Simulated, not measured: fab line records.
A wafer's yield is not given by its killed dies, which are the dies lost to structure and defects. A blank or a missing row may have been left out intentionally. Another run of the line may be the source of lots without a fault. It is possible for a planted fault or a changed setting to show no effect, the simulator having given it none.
What tool caused it? ; flow nand-harc ; 42 wafers from 14 lots sampled at 5 of the route's 1159 steps

WHAT THE GAUGES READ, wafer by wafer
NHARC_P_START_INSPECT_01. Usual: raw-defect-count at 3.6, with a standard deviation of 1.9.
lot;measured;on;raw-defect-count;flag
L678;day 1 12:02;defect-inspect-02;4 3 3;
L679;day 1 18:02;defect-inspect-01;5 4 2;
L680;day 2 00:02;defect-inspect-02;3 4 1;
L681;day 2 06:02;defect-inspect-01;4 3 1;
L682;day 2 12:02;defect-inspect-02;4 4 7;
L683;day 2 18:02;defect-inspect-02;5 3 2;
L685;day 3 06:02;defect-inspect-01;1 3 5;
L687;day 3 18:02;defect-inspect-02;5 7 0;
L694;day 5 12:02;defect-inspect-02;2 5 2;
L695;day 5 18:02;defect-inspect-02;2 4 5;
L697;day 6 06:02;defect-inspect-01;5 0 5;
L698;day 6 12:02;defect-inspect-01;3 3 5;
L699;day 6 18:02;defect-inspect-02;5 2 2;
L701;day 7 06:02;defect-inspect-02;4 4 4;

NHARC_P_ZERO_WELL_CD_MEAS_24 targets a cd of 720 nm. Usual: cd-nm at 719.1 nm, with a standard deviation of 1.7.
lot;measured;on;cd-nm (nm);flag
L678;day 1 14:27;cd-sem-03;720.1 716.4 719.5;
L679;day 1 20:43;cd-sem-01;718.1 717.3 719.9;
L680;day 2 02:34;cd-sem-01;719.7 718.6 721.4;
L681;day 2 08:35;cd-sem-03;718.3 722.2 717.5;
L682;day 2 14:29;cd-sem-03;716.6 718.9 722.8;
L683;day 2 20:36;cd-sem-01;722.5 717.3 720.0;
L685;day 3 08:29;cd-sem-01;718.3 720.0 720.3;
L687;day 3 20:28;cd-sem-03;719.3 718.9 721.4;
L694;day 5 14:29;cd-sem-03;719.0 719.9 722.0;
L695;day 5 20:47;cd-sem-03;722.4 721.1 719.1;
L697;day 6 08:43;cd-sem-02;718.4 721.5 720.4;
L698;day 6 14:28;cd-sem-01;716.4 718.8 717.5;
L699;day 6 20:43;cd-sem-02;719.2 718.1 715.9;
L701;day 7 08:28;cd-sem-02;718.5 718.9 723.8;

NHARC_P_STI_CD_MEAS_09 targets a cd of 200 nm. Usual: cd-nm at 200.9 nm, with a standard deviation of 2.2.
lot;measured;on;cd-nm (nm);flag
L678;day 2 14:50;cd-sem-01;204.1 201.2 205.6;
L679;day 2 14:40;cd-sem-02;200.5 198.3 199.0;
L680;day 3 04:29;cd-sem-01;197.9 202.5 200.6;
L681;day 3 04:40;cd-sem-01;201.2 202.3 198.9;
L682;day 3 14:44;cd-sem-01;200.9 202.9 200.5;
L683;day 3 14:34;cd-sem-01;200.9 202.9 202.8;
L685;day 4 04:58;cd-sem-03;203.4 201.0 202.5;
L687;day 4 16:47;cd-sem-01;200.0 203.2 202.4;
L694;day 6 10:41;cd-sem-03;201.1 204.9 202.3;
L695;day 6 18:08;cd-sem-01;202.3 200.8 201.0;
L697;day 7 05:10;cd-sem-01;204.1 204.0 202.5;
L698;day 7 10:44;cd-sem-02;201.1 198.1 199.4;
L699;day 7 19:42;cd-sem-03;202.8 203.2 202.9;
L701;day 8 07:37;cd-sem-01;199.7 200.7 202.6;

NHARC_END_SORT_01. Usual: killed-at-array 25, standard deviation 9.2; killed-at-other 0.9, standard deviation 1.3; killed-at-periphery 3.3, standard deviation 2.3; killed-dies 29, standard deviation 9.6; killed-open 3.2, standard deviation 1.8; killed-short 2, standard deviation 1.4.
lot;measured;on;killed-at-array;killed-at-other;killed-at-periphery;killed-dies;killed-open;killed-short;flag
L687;day 20 22:08;prober-02;50 36 28;3 1 2;5 3 3;58 40 33;7 4 1;1 0 3;

TOOL THAT RAN EACH LOT (tool first, then ch and the chambers of the sampled wafers, then the start)
lot;NHARC_P_ZERO_WELL_ETCH_63
L678;rie-si-03 ch 0,1,2, day 1 13:40
L679;rie-si-04 ch 1,2,3, day 1 19:46
L680;rie-si-03 ch 1,2,3, day 2 01:46
L681;rie-si-02 ch 0,1, day 2 07:40
L682;rie-si-03 ch 0,2,3, day 2 13:34
L683;rie-si-02 ch 0,2,3, day 2 19:42
L685;rie-si-03 ch 0,1,2, day 3 07:34
L687;rie-si-03 ch 1,2,3, day 3 19:39
L694;rie-si-04 ch 1,2, day 5 13:33
L695;rie-si-04 ch 0,2,3, day 5 19:52
L697;rie-si-02 ch 0,1,3, day 6 07:47
L698;rie-si-03 ch 0,2,3, day 6 13:39
L699;rie-si-03 ch 0,1,3, day 6 19:47
L701;rie-si-03 ch 0,1,3, day 7 07:34
- NHARC_P_ZERO_WELL_ETCH_63: etches the open film in HBr/Cl2, target depth 120 nm, time 40.1 s.

WHAT THE TOOLS THEMSELVES READ (means of the sampled wafers that have a number; where no wafer has one, the mark that the record gives instead)
NHARC_P_ZERO_WELL_ETCH_63. Usual: drypump-motor-current-A 5.7 A, standard deviation 0.35; oes-product-au 0.999 a.u., standard deviation 0.01; throttle-valve-pct 26.406 %, standard deviation 0.0085.
lot;tool;drypump-motor-current-A (A);oes-product-au (a.u.);throttle-valve-pct (%);flag
L678;rie-si-03;5.7;0.992;26.400;
L679;rie-si-04;5.6;1.016;26.402;
L680;rie-si-03;5.8;0.991;26.404;
L681;rie-si-02;5.6;0.995;26.402;
L682;rie-si-03;5.8;0.995;26.403;
L683;rie-si-02;5.5;0.999;26.397;
L685;rie-si-03;5.7;0.999;26.406;
L687;rie-si-03;5.8;0.995;26.402;
L694;rie-si-04;5.5;0.841;26.408;OFF
L695;rie-si-04;5.6;0.929;26.399;OFF
L697;rie-si-02;5.6;0.997;26.403;
L698;rie-si-03;5.8;0.999;26.414;
L699;rie-si-03;6.0;0.992;26.407;
L701;rie-si-03;6.0;0.999;26.397;

THE ANSWER, worked out from the rows above alone
Rule: a lot counts as off when the mean over its wafers that have a number is more than 3 standard deviations away from the usual mean. A lot without any number at a reading at which 4 lots or more have one is off too. Where the step has rows for the other lots, those lots are counted as sound. First the gauges in route order, then the tools' own readings, where a lot's mean is used as printed above. At the first step where some lot is off, the reading lying furthest off is the one used; lots without a number count as furthest.
Off: L694, L695, at NHARC_P_ZERO_WELL_ETCH_63 (oes-product-au).
A tool fits if, at that step or a process step before it, it ran every lot that is off, and no sound lot after the first of them. One fits: rie-si-04 at NHARC_P_ZERO_WELL_ETCH_63. A fault onset in the window from L679 (day 1 19:46, its last sound lot) to L694 (day 5 13:33, its first lot off) fits.
On the lots that are off, the tool's own readings at NHARC_P_ZERO_WELL_ETCH_63 differ by more than 5 times the standard deviation of the sound lots' means, which bears it out; oes-product-au reads 0.885 a.u. there versus 0.997 a.u. on the sound lots.

WHAT HAD BEEN PUT IN BY THE SIMULATOR
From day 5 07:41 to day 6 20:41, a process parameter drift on rie-si-04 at NHARC_P_ZERO_WELL_ETCH_63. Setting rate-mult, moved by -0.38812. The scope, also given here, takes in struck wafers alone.
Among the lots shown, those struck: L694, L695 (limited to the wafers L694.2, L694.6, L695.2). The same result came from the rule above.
